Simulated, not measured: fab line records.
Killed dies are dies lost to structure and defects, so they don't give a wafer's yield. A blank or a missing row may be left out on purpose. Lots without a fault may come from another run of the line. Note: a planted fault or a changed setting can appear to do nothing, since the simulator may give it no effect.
Chamber matching ; flow nand_harc ; rie_diel-13 running NHARC_A_STAIRCASE_STRIP_476: 4 sister chambers
The step strips in O2, time 20 s. 4 wafers are shown with their chamber, then 12 later ones without.

== WAFERS, EACH WITH ITS CHAMBER ==
wafer;chamber;drypump_motor_current_A (A)
L091.4;1;6.7
L090.1;0;5.1
L090.2;2;6.0
L090.3;3;5.9

== WAFERS WHOSE CHAMBER IS MISSING ==
wafer;drypump_motor_current_A (A)
L092.1;6.0
L092.2;5.1
L092.5;6.6
L094.1;5.1
L094.3;6.6
L094.4;6.0
L096.1;5.8
L096.4;5.1
L096.6;5.1
L097.1;6.7
L097.2;6.0
L097.5;6.7

== WHICH CHAMBER EACH WENT THROUGH ==
wafer;from the rows above;in truth
L092.1;can't be placed: 2 or 3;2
L092.2;0;0
L092.5;1;1
L094.1;0;0
L094.3;1;1
L094.4;can't be placed: 2 or 3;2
L096.1;can't be placed: 3 or 2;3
L096.4;0;0
L096.6;0;0
L097.1;1;1
L097.2;can't be placed: 2 or 3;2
L097.5;1;1
Correctly placed: 8 of 12. Cannot be placed on the basis of these rows: 4; the candidates contain the true chamber in 4. Number placed wrongly: 0.
How it was worked out, from the rows above alone: a wafer's distance from a chamber is the root of the sum, over the readings, of the square of ((its reading less the chamber's mean) divided by the reading's scatter). If the next closest chamber is less than 2 further off than the closest, the wafer can't be placed; otherwise it belongs to the closest. For every chamber, the mean is computed from those of its wafers that are shown. The scatter: root of mean squared gap, hidden wafer to nearest shown wafer, with one shown wafer a chamber.
